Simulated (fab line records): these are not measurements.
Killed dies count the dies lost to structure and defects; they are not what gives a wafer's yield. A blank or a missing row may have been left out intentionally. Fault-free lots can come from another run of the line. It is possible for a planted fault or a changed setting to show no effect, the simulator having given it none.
fab line records    flow nand-harc
[record] lots = 12  wafers = 36  last-day = 34
route steps=1302 shown P_GATE@209 P_CONTACT@240 END@1302
lots untouched by any fault: they come from a run of this same line in which no faults occurred
start-h: hours from the record's first day to the start of the lot's first wafer shown    wait-h: time in hours since the lot's previous step    " as in the row above    L1.1+2: a row that stands for several wafers    - either no value or no given start    * or withheld: withheld    < > ~ a bound
route shown NAME@n: names a module that has steps shown in the file, with the first one's number in the route    usual: mean and standard deviation over wafers with no fault    same: alike in all rows    chamber/n: place in a boat    sites: each site's reading    _std_site: the standard deviation of these    _edge_site: mean of outer sites minus mean of inner sites    radius-mm: for every site, how far away it sits from the centre of the wafer    mask NAME#n: copy n    behind: the most recent tool/chamber to have shaped the wafer    hold: why the lot went on hold/how many hours it stayed there/how the hold came to an end    device: the transistor (n, p or np) that didn't switch    end of line: tests of these same wafers at the route's end    for a step that has no rows: nothing shown but its recipe    killed: the dies lost at the first sort to structure and to defects; this is not the yield of the wafer    map: shows each die of a wafer: x if killed, . if not, _ if none is there
set.NAME: setting as actually run; set.NAME@STEP: the setting as run at that earlier step    model.NAME: the simulator's own value behind a step, which no gauge read
the route's steps for a sample of lots (tables are steps, rows are wafers)
services: from which hour (start-h, from the record's first day; less than 0 if before it) a tool's chamber was out of use, for how many hours, and why
[[steps]]
[step NHARC_P_GATE_DEGAS_109]
[recipe] temp-c = 300  time-s = 60
[usual] heater-power-w = 476/51
lot.wafer  tool            chamber  start-h  wait-h  heater-power-w
L791.3     pvd-sputter-03  -        120.54   0.1     521
L791.4     "               -        "        "       418
L791.1     "               -        "        "       475
L793.3     pvd-sputter-03  -        149.05   0.1     544
L793.5     "               -        "        "       514
L793.6     "               -        "        "       422
L794.3     pvd-sputter-02  -        154.02   0.1     429
L794.4     "               -        "        "       439
L794.6     "               -        "        "       492
L801.4     pvd-sputter-02  -        233.67   0.1     438
L801.5     "               -        "        "       430
L801.6     "               -        "        "       429
L802.2     pvd-sputter-03  -        237.25   0.1     409
L802.6     "               -        "        "       514
L802.5     "               -        "        "       409
L803.3     pvd-sputter-02  -        243.93   0.1     494
L803.2     "               -        "        "       420
L803.6     "               -        "        "       428
L804.3     pvd-sputter-03  -        261.16   0.1     402
L804.4     "               -        "        "       466
L804.6     "               -        "        "       524
L807.1     pvd-sputter-01  -        284.15   0.1     423
L807.4     "               -        "        "       454
L807.6     "               -        "        "       562
L810.4     pvd-sputter-03  -        322.24   0.1     413
L810.5     "               -        "        "       526
L810.6     "               -        "        "       403
L811.4     pvd-sputter-01  -        335.20   0.1     563
L811.2     "               -        "        "       514
L811.5     "               -        "        "       517
L812.4     pvd-sputter-03  -        338.08   0.1     461
L812.1     "               -        "        "       538
L812.5     "               -        "        "       411
L813.1     pvd-sputter-01  -        345.34   0.1     564
L813.3     "               -        "        "       531
L813.5     "               -        "        "       429
[step NHARC_P_CONTACT_ETCH_31]
[recipe] target-depth-a = 300  time-s = 85.7  ion-energy-ev = 120  over-etch-frac = 1  ch3f-flow-sccm = 50  o2-flow-sccm = 30  ar-flow-sccm = 200  rf-w = 500  bias-w = 100  chemistry = CH3F/O2
[usual] drypump-motor-current-A = 5.6/0.44  oes-product-au = 0.974/0.014  rf-vpp-V = 244.4/1.8  showerhead-plenum-p-Torr = 2.46/0.12  throttle-valve-pct = 20.663/0.0085
lot.wafer  tool         chamber  start-h  wait-h  drypump-motor-current-A  oes-product-au  rf-hours-counter-h  rf-vpp-V  showerhead-plenum-p-Torr  throttle-valve-pct
L791.3     rie-diel-06  3        -        -       6.0                      0.976           5.4                 246.3     2.63                      20.652
L791.4     "            0        "        "       5.7                      0.977           5.0                 244.6     2.53                      20.672
L791.1     "            1        "        "       5.8                      0.960           4.7                 244.4     2.40                      20.674
L793.3     rie-diel-06  1        -        -       5.8                      0.983           0.8                 245.3     2.40                      20.658
L793.5     "            2        "        "       4.8                      0.989           -                   245.9     2.64                      20.642
L793.6     "            3        "        "       6.0                      0.969           -                   246.4     2.63                      20.665
L794.4     rie-diel-06  2        -        -       4.9                      0.979           1.1                 246.7     2.64                      20.665
L794.3     "            3        "        "       6.0                      0.969           0.9                 247.2     2.63                      20.656
L794.6     "            3        "        "       6.0                      0.966           -                   245.1     2.63                      20.675
L801.4     rie-diel-01  3        -        -       6.1                      0.951           0.6                 243.4     2.32                      20.668
L801.6     "            2        "        "       5.8                      0.978           -                   245.5     2.61                      20.656
L801.5     "            3        "        "       6.2                      0.949           -                   243.1     2.32                      20.665
L802.2     rie-diel-01  0        -        -       5.2                      0.984           0.8                 243.9     2.38                      20.658
L802.6     "            1        "        "       5.1                      0.965           -                   242.3     2.30                      20.670
L802.5     "            2        "        "       5.8                      0.980           -                   245.3     2.61                      20.667
L803.2     rie-diel-01  2        -        -       5.9                      0.987           1.5                 247.8     2.61                      20.659
L803.3     "            3        "        "       6.1                      0.988           1.1                 242.3     2.32                      20.676
L803.6     "            2        "        "       5.9                      0.981           -                   244.7     2.61                      20.658
L804.4     rie-diel-05  0        -        -       5.0                      0.936           1.3                 242.5     2.35                      20.680
L804.3     "            1        "        "       5.9                      0.958           1.0                 242.2     2.39                      20.653
L804.6     "            0        "        "       5.0                      0.956           -                   243.7     2.35                      20.657
L807.4     rie-diel-01  3        -        -       6.2                      0.964           2.4                 241.1     2.32                      20.658
L807.1     "            0        "        "       5.2                      0.961           2.8                 242.4     2.38                      20.670
L807.6     "            1        "        "       5.1                      0.942           -                   243.0     2.30                      20.662
L810.6     rie-diel-01  0        -        -       5.2                      0.984           -                   243.9     2.38                      20.672
L810.4     "            2        "        "       5.8                      0.999           -                   246.9     2.61                      20.650
L810.5     "            3        "        "       6.1                      0.974           -                   243.1     2.32                      20.663
L811.2     rie-diel-01  0        -        -       5.2                      0.994           5.1                 242.9     2.38                      20.665
L811.4     "            3        "        "       6.1                      0.996           -                   241.5     2.32                      20.663
L811.5     "            0        "        "       5.2                      0.988           -                   244.6     2.38                      20.662
L812.4     rie-diel-05  1        -        -       6.0                      0.974           4.9                 243.3     2.39                      20.657
L812.1     "            2        "        "       5.8                      0.972           5.5                 243.8     2.36                      20.669
L812.5     "            3        "        "       5.1                      0.960           -                   245.0     2.47                      20.673
L813.1     rie-diel-06  0        -        -       5.8                      0.967           0.7                 245.5     2.53                      20.651
L813.3     "            1        "        "       5.7                      0.989           0.6                 243.3     2.40                      20.654
L813.5     "            0        "        "       5.8                      0.981           -                   244.9     2.53                      20.655
[step NHARC_P_CONTACT_PVD_32]
[recipe] target-thk-a = 50  chamber-pressure-pa = 5  power-w = 5000  substrate-temp-c = 200  time-s = 17.7  material = Ti
[usual] throttle-valve-pct = 30.0/1.1
lot.wafer  tool            chamber  start-h  wait-h  throttle-valve-pct
L791.4     pvd-sputter-03  -        -        -       28.4
L791.3     "               -        "        "       28.9
L791.1     "               -        "        "       30.1
L793.3     pvd-sputter-02  -        -        -       29.9
L793.5     "               -        "        "       30.5
L793.6     "               -        "        "       30.2
L794.4     pvd-sputter-02  -        -        -       30.5
L794.3     "               -        "        "       30.4
L794.6     "               -        "        "       31.8
L801.4     pvd-sputter-01  -        -        -       30.1
L801.6     "               -        "        "       30.0
L801.5     "               -        "        "       30.0
L802.2     pvd-sputter-02  -        -        -       27.4
L802.5     "               -        "        "       27.6
L802.6     "               -        "        "       30.4
L803.2     pvd-sputter-03  -        -        -       28.9
L803.3     "               -        "        "       30.3
L803.6     "               -        "        "       31.8
L804.4     pvd-sputter-01  -        -        -       29.1
L804.3     "               -        "        "       30.2
L804.6     "               -        "        "       29.2
L807.4     pvd-sputter-03  -        -        -       28.9
L807.1     "               -        "        "       31.8
L807.6     "               -        "        "       30.1
L810.4     pvd-sputter-01  -        -        -       30.3
L810.6     "               -        "        "       30.2
L810.5     "               -        "        "       30.0
L811.4     pvd-sputter-03  -        -        -       31.6
L811.2     "               -        "        "       30.4
L811.5     "               -        "        "       28.9
L812.1     pvd-sputter-02  -        -        -       30.2
L812.4     "               -        "        "       30.3
L812.5     "               -        "        "       30.3
L813.3     pvd-sputter-02  -        -        -       30.3
L813.1     "               -        "        "       28.1
L813.5     "               -        "        "       30.4
[step NHARC_P_CONTACT_CVD_23]
[recipe] target-thk-a = 2000  temp-c = 300  pressure-torr = 40  wf6-flow-sccm = 40  h2-flow-sccm = 1600  ar-flow-sccm = 1560  time-s = 557  material = W
[usual] chamber-pressure-Torr = 40.00/0.092  heater-power-outer-w = 251/27  heater-power-w = 449/48  throttle-valve-pct = 7.63/0.29
lot.wafer  tool      chamber  start-h  wait-h  chamber-pressure-Torr  heater-power-outer-w  heater-power-w  throttle-valve-pct
L791.1     cvd-w-02  0        125.40   -       40.09                  287                   508             7.55
L791.3     "         1        "        "       39.89                  215                   392             7.41
L791.4     "         0        "        "       40.00                  280                   496             7.49
L793.3     cvd-w-01  1        153.98   -       39.88                  244                   421             7.52
L793.5     "         1        "        "       39.94                  245                   408             7.91
L793.6     "         0        "        "       40.11                  269                   474             7.24
L794.3     cvd-w-01  1        158.96   -       40.22                  244                   421             7.84
L794.4     "         0        "        "       40.17                  269                   469             7.40
L794.6     "         1        "        "       39.95                  241                   400             7.64
L801.4     cvd-w-01  1        239.18   -       -                      -                     -               -
L801.5     "         0        "        "       -                      -                     -               -
L801.6     "         1        "        "       -                      -                     -               -
L802.2     cvd-w-02  1        242.03   -       -                      -                     -               -
L802.5     "         1        "        "       -                      -                     -               -
L802.6     "         0        "        "       -                      -                     -               -
L803.2     cvd-w-01  1        248.81   -       39.86                  253                   445             7.56
L803.3     "         0        "        "       39.73                  256                   483             7.20
L803.6     "         0        "        "       39.79                  264                   476             7.30
L804.3     cvd-w-02  1        266.05   -       39.92                  209                   382             7.67
L804.4     "         0        "        "       40.10                  288                   506             7.85
L804.6     "         0        "        "       40.05                  280                   525             7.85
L807.1     cvd-w-02  0        288.87   -       40.08                  290                   529             7.67
L807.4     "         1        "        "       39.99                  211                   389             7.85
L807.6     "         1        "        "       39.93                  218                   399             7.74
L810.4     cvd-w-01  1        327.22   -       40.05                  260                   447             7.94
L810.5     "         1        "        "       40.24                  263                   435             7.85
L810.6     "         0        "        "       40.13                  264                   483             7.19
L811.2     cvd-w-01  0        340.14   -       40.05                  265                   477             7.34
L811.4     "         0        "        "       40.02                  266                   480             7.12
L811.5     "         0        "        "       39.92                  269                   470             6.98
L812.1     cvd-w-01  1        342.96   -       39.85                  254                   438             8.06
L812.4     "         0        "        "       39.99                  264                   470             7.22
L812.5     "         1        "        "       39.90                  254                   443             7.71
L813.1     cvd-w-02  1        350.20   -       40.09                  213                   414             7.70
L813.3     "         0        "        "       40.04                  291                   543             7.91
L813.5     "         0        "        "       40.06                  285                   538             7.90
[step NHARC_P_CONTACT_CMP_24]
[recipe] t-overpolish-s = 30  target-thk-nm = 200
[usual] motor-current-A = 11.9/1.1  overpolish-run-s = 30.000/0.0082  slurry-filter-dp-kPa = 13.51/0.14  time-to-endpoint-s = 40/3.2
lot.wafer  tool    chamber  start-h  wait-h  motor-current-A  overpolish-run-s  slurry-filter-dp-kPa  time-to-endpoint-s
L791.3     cmp-03  1        125.96   0.4     11.2             30.000            13.37                 39
L791.1     "       2        "        "       12.1             29.997            13.55                 45
L791.4     "       0        "        "       10.4             29.997            13.52                 41
L793.3     cmp-01  0        154.45   0.4     11.6             30.000            13.78                 42
L793.6     "       0        "        "       11.3             29.999            13.32                 44
L793.5     "       1        "        "       14.4             30.013            13.39                 40
L794.3     cmp-04  3        159.45   0.4     12.4             30.001            13.24                 42
L794.4     "       0        "        "       11.7             30.000            13.47                 38
L794.6     "       3        "        "       12.3             29.999            13.33                 43
L801.4     cmp-01  3        239.63   0.4     11.3             30.004            13.37                 0
L801.5     "       0        "        "       11.4             29.998            13.56                 1
L801.6     "       1        "        "       15.2             29.994            13.69                 0
L802.2     cmp-04  1        242.75   0.6     10.0             30.001            13.70                 0
L802.6     "       2        "        "       12.8             29.981            13.78                 0
L802.5     "       3        "        "       12.0             30.013            13.52                 3
L803.3     cmp-03  3        249.37   0.4     12.8             29.994            13.39                 42
L803.2     "       1        "        "       11.9             30.010            13.42                 35
L803.6     "       3        "        "       12.9             30.010            13.56                 40
L804.3     cmp-03  3        266.54   0.4     12.6             29.995            13.60                 42
L804.4     "       1        "        "       11.5             29.985            13.26                 37
L804.6     "       3        "        "       12.5             30.011            13.71                 46
L807.4     cmp-03  2        289.55   0.3     11.9             30.003            13.39                 42
L807.1     "       3        "        "       12.5             29.999            13.50                 42
L807.6     "       1        "        "       11.7             29.993            13.57                 34
L810.4     cmp-04  0        327.75   0.4     12.3             29.991            13.59                 42
L810.6     "       2        "        "       12.7             29.997            13.48                 42
L810.5     "       3        "        "       12.2             30.003            13.45                 47
L811.2     cmp-03  3        340.81   0.6     12.4             30.005            13.63                 43
L811.4     "       1        "        "       12.0             29.969            13.25                 38
L811.5     "       2        "        "       11.9             30.008            13.49                 42
L812.4     cmp-03  3        343.57   0.4     11.9             29.994            13.72                 43
L812.1     "       0        "        "       10.5             30.005            13.61                 39
L812.5     "       2        "        "       12.3             30.006            13.53                 41
L813.1     cmp-03  3        350.76   0.5     11.8             29.998            13.22                 42
L813.3     "       0        "        "       10.8             29.998            13.80                 39
L813.5     "       0        "        "       10.8             29.996            13.41                 40
[step NHARC_END_SORT_01]
[recipe] temp-c = 25
[usual] killed-at-array = 56/19  killed-at-other = 1.0/1.3  killed-at-periphery = 3.8/2.2  killed-dies = 61/19  killed-open = 3.1/1.9  killed-short = 2.3/1.5
[same] gross-dies = 677
lot.wafer  tool       chamber  start-h  wait-h  killed-at-array  killed-at-other  killed-at-periphery  killed-dies  killed-open  killed-short
L801.4     prober-02  0        677.74   3.4     71               0                606                  677          2            3
L801.5     prober-02  0        678.54   3.7     60               0                617                  677          2            2
L801.6     prober-02  0        679.34   4.0     75               2                600                  677          2            2
L802.2     prober-01  0        681.76   2.8     24               1                652                  677          2            3
L802.5     prober-01  0        684.19   3.7     23               1                653                  677          2            2
L802.6     prober-01  0        685.00   4.0     15               0                662                  677          4            2
// killed by level:class
L801.4 P_CONTACT:area-cvd=602 A_CHANNEL_HOLE_D1:chamber-film-flake=28 A_SLIT:chamber-film-flake=28 A_WL_FILL:chamber-film-flake=5 A_CHANNEL_FILL_D1:chamber-film-flake=3 A_STAIRCASE:chamber-film-flake=2 A_CONTACT:chamber-film-flake=2 P_STI:geometric-particle:short=1
L801.5 P_CONTACT:area-cvd=617 A_CHANNEL_HOLE_D1:chamber-film-flake=29 A_SLIT:chamber-film-flake=21 A_CONTACT:chamber-film-flake=2 A_CHANNEL_FILL_D1:geometric-particle:short=1 A_DECK1_JOINT:geometric-particle:open=1 A_ONON_D2:geometric-particle:short=1 A_WL_FILL:geometric-particle:open=1
L801.6 P_CONTACT:area-cvd=598 A_CHANNEL_HOLE_D1:chamber-film-flake=30 A_SLIT:chamber-film-flake=28 A_WL_FILL:chamber-film-flake=4 A_CONTACT:chamber-film-flake=4 A_ZERO_WELL:chamber-film-flake=3 A_CHANNEL_FILL_D2:geometric-particle:open=2 A_STAIRCASE:chamber-film-flake=2
L802.2 P_CONTACT:area-cvd=649 A_CHANNEL_HOLE_D1:chamber-film-flake=7 P_CONTACT:chamber-film-flake=3 A_STAIRCASE:chamber-film-flake=3 A_SLIT:chamber-film-flake=3 A_WL_FILL:chamber-film-flake=2 A_CONTACT:chamber-film-flake=2 A_CHANNEL_FILL_D1:geometric-particle:open=1
L802.5 P_CONTACT:area-cvd=649 A_CHANNEL_HOLE_D1:chamber-film-flake=11 A_BLC:chamber-film-flake=4 P_CONTACT:chamber-film-flake=3 A_WL_FILL:chamber-film-flake=2 A_CONTACT:chamber-film-flake=2 P_CONTACT:geometric-particle:short=1 A_SOURCE_PLATE:geometric-particle:open=1
L802.6 P_CONTACT:area-cvd=658 A_CHANNEL_HOLE_D1:chamber-film-flake=6 P_STI:chamber-film-flake=2 A_STAIRCASE:chamber-film-flake=2 P_GATE:geometric-particle:open=1 P_M2:geometric-particle:open=1 A_DECK1_JOINT:geometric-particle:short=1 A_CONTACT:geometric-particle:open=1
[[services]]
tool            chamber  start-h  hours  kind
cmp-03          -        100.07   4.0    pm
pvd-sputter-02  -        104.06   10.0   pm
cvd-w-01        1        168.57   1.4    repair
pvd-sputter-03  -        170.00   10.0   pm
cmp-03          -        177.26   10.4   repair
cvd-w-01        -        185.00   13.0   pm
cmp-03          -        198.07   4.0    pm
cvd-w-01        -        202.59   0.5    repair
rie-diel-01     -        203.80   9.0    pm
cvd-w-01        -        206.58   0.6    repair
rie-diel-01     -        222.93   0.5    repair
pvd-sputter-01  -        226.03   10.0   pm
pvd-sputter-03  -        233.17   1.1    repair
pvd-sputter-03  -        237.84   4.3    repair
pvd-sputter-01  -        257.35   3.0    repair
cmp-03          -        274.83   2.9    repair
pvd-sputter-02  -        282.06   10.0   pm
cvd-w-01        0        292.90   3.0    repair
cmp-03          -        296.07   4.0    pm
rie-diel-01     2        300.56   9.2    repair
rie-diel-01     3        302.29   13.9   repair
pvd-sputter-02  -        311.82   4.8    repair
rie-diel-01     1        319.99   20.5   repair
pvd-sputter-03  -        348.00   10.0   pm
[[key]]
[first-sign] step = NHARC_P_CONTACT_CVD_23  reading = tool-record  direction = missing
[effect] step = NHARC_P_CONTACT_CMP_24  reading = time-to-endpoint-s  direction = down  sigmas = 12  usual = *  struck = *
[effect] step = NHARC_END_SORT_01  reading = killed-at-periphery  direction = up  sigmas = 99+  usual = 3.8  struck = 631.7
[more-kills-born-at] NHARC_P_CONTACT_CVD_23@cvd-w-02 = 1956  NHARC_P_CONTACT_CVD_23@cvd-w-01 = 1817
met-at NHARC_P_CONTACT_CVD_23
struck-lots L801,L802
later-rows-left-out L801.4,L801.5,L801.6,L802.2,L802.5,L802.6
tester-left-out L801,L802
not-acting-at NHARC_P_GATE_DEGAS_109,NHARC_P_CONTACT_ETCH_31,NHARC_P_CONTACT_PVD_32
onset-between 158.96 239.18
[fault] kind = skipped-step-whole  tool = cvd-w-01,cvd-w-02  chamber = -  onset-h = 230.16  steps = NHARC_P_CONTACT_CVD_23  scope = struck-lots-only
// tester-left-out: of these lots the tester's yield and bins aren't shown, on N5 and GAA mostly nor the transistor test; their killed dies are dies lost to structure and defects alone, not to doping, threshold or leakage, so they don't give the yield
// later-rows-left-out: the simulator's readings of these wafers behind a module that went badly wrong aren't trusted and aren't shown, but for the sort
